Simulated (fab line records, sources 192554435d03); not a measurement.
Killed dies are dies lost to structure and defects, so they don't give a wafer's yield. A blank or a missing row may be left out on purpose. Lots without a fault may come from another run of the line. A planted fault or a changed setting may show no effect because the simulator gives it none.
Problem report in the 8D (eight disciplines) form, filled by code | flow n5_finfet | the parts of the form that need people (team, actions taken, sign-off) are left out

1. THE PROBLEM
trench_depth_nm at N5_BEOL_M11_OCD_MEAS_38 reads a mean of 161.5 nm on 2 wafers of 2 lots; wafers without a fault read 149.8 nm with a standard deviation of 2.5. That is +4.7 standard deviations from the usual mean.
First seen on wafer L906.3, day 14 22:29, on ocd-01. The record holds 27 wafers of 9 lots with a number at this step. Rule for "out", or "out of limits": more than 4 standard deviations from the usual mean. The other wafers with a number count as sound.

2. WHAT IT IS AND WHAT IT IS NOT
question                    | is                | is not
which readings at this step | trench_depth_nm   | -
which lots                  | L906, L910        | L894, L900, L902, L908, L914, L915, L916
which wafers of those lots  | L906.3, L910.2    | L906.1, L906.6, L910.1, L910.3
read on which gauges        | ocd-01, ocd-02    | -
when                        | from day 14 22:29 | up to then (11 sound wafers); but 14 sound wafers of L908, L910, L914, L915, L916 came after

3. SUSPECTS, AND WHAT RULES EACH OUT
Counting: a tool at a process step up to the reading stays a suspect if it ran every lot that is out. Sound lots after the first of them don't rule it out here, since some wafers of a struck lot are sound.
- the gauge at N5_BEOL_M11_OCD_MEAS_38: ruled out. The wafers that are out were read on 2 gauges (ocd-01, ocd-02).
- rie_diel-04 at N5_BEOL_M11_TRENCH_ETCH_37 (etches SiCOH lowk in C4F6/O2, target depth 148.83 nm, time 48 s): kept. It ran every lot that is out, first L906 (day 14 22:19); its last sound lot up to then is L900 (day 13 17:55). Its own readings are out on those wafers: rf_fwd_power_W, rf_vpp_V.
- rie_diel-04 at N5_BEOL_M11_ETCH_41 (etches SiCN in CH3F/O2, target depth 42.6 nm, time 86 s): kept. It ran every lot that is out, first L906 (day 14 22:29); its last sound lot up to then is L900 (day 13 18:06). N5_BEOL_M11_ETCH_41 gives no start for some lots, so the hours and the order of its lots are those of N5_BEOL_M11_OCD_MEAS_38.
- Within rie_diel-04 at N5_BEOL_M11_TRENCH_ETCH_37: the wafers that are out ran in chamber 2; their sound lot-mates ran in chambers 0, 1.
- Within rie_diel-04 at N5_BEOL_M11_ETCH_41: the wafers that are out ran in chamber 2; their sound lot-mates ran in chambers 0, 1.
Left after counting: rie_diel-04 at N5_BEOL_M11_TRENCH_ETCH_37, rie_diel-04 at N5_BEOL_M11_ETCH_41.

4. THE CAUSE (what the simulator had put in)
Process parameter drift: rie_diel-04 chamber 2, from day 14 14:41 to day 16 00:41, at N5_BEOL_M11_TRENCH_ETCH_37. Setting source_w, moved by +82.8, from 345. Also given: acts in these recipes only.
Counting left 2 suspects, and this tool is among them.

5. THE CHAIN OF EFFECTS, in route order
Each row: a reading whose mean over the struck wafers that have a number lies more than 3 standard deviations from the usual. Only readings for which the record gives a usual standard deviation are gone through. hours: the time from each lot's start at the first step in this table that gives one to its start at this step, as a median over the lots. sigmas: the change in usual standard deviations.
hours | step                       | reading         | usual        | on struck wafers | change | sigmas
0     | N5_BEOL_M11_TRENCH_ETCH_37 | rf_fwd_power_W  | 341.2 W      | 420.6            | +79.4  | +50
0     | N5_BEOL_M11_TRENCH_ETCH_37 | rf_vpp_V        | 671 V        | 614              | -57    | -5.2
0     | N5_BEOL_M11_OCD_MEAS_38    | trench_depth_nm | 149.8 nm     | 161.5            | +11.7  | +4.7
3     | N5_BEOL_M11_THK_MEAS_53    | M11_THK         | 140.8 nm     | 152.2            | +11.4  | +4.4
4     | N5_BEOL_M11_RS_MEAS_57     | M11_RS          | 0.150 ohm/sq | 0.138            | -0.012 | -4.2
The process steps in it:
- N5_BEOL_M11_TRENCH_ETCH_37: etches SiCOH lowk in C4F6/O2, target depth 148.83 nm, time 48 s.

6. WHAT WOULD HAVE CAUGHT IT SOONER
In this record the first reading out of limits at a measuring or inspecting step was taken at day 14 22:29, 8 hours after the fault began at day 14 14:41.
The tool's own readings at N5_BEOL_M11_TRENCH_ETCH_37 were out on every struck wafer that the step has a row for (rf_fwd_power_W, rf_vpp_V): an alarm limit on them would have fired on the first of those.
Of the lots that are out (2), L910 began N5_BEOL_M11_TRENCH_ETCH_37 on rie_diel-04 after day 14 22:29. A hold on the tool at that time would have spared it.
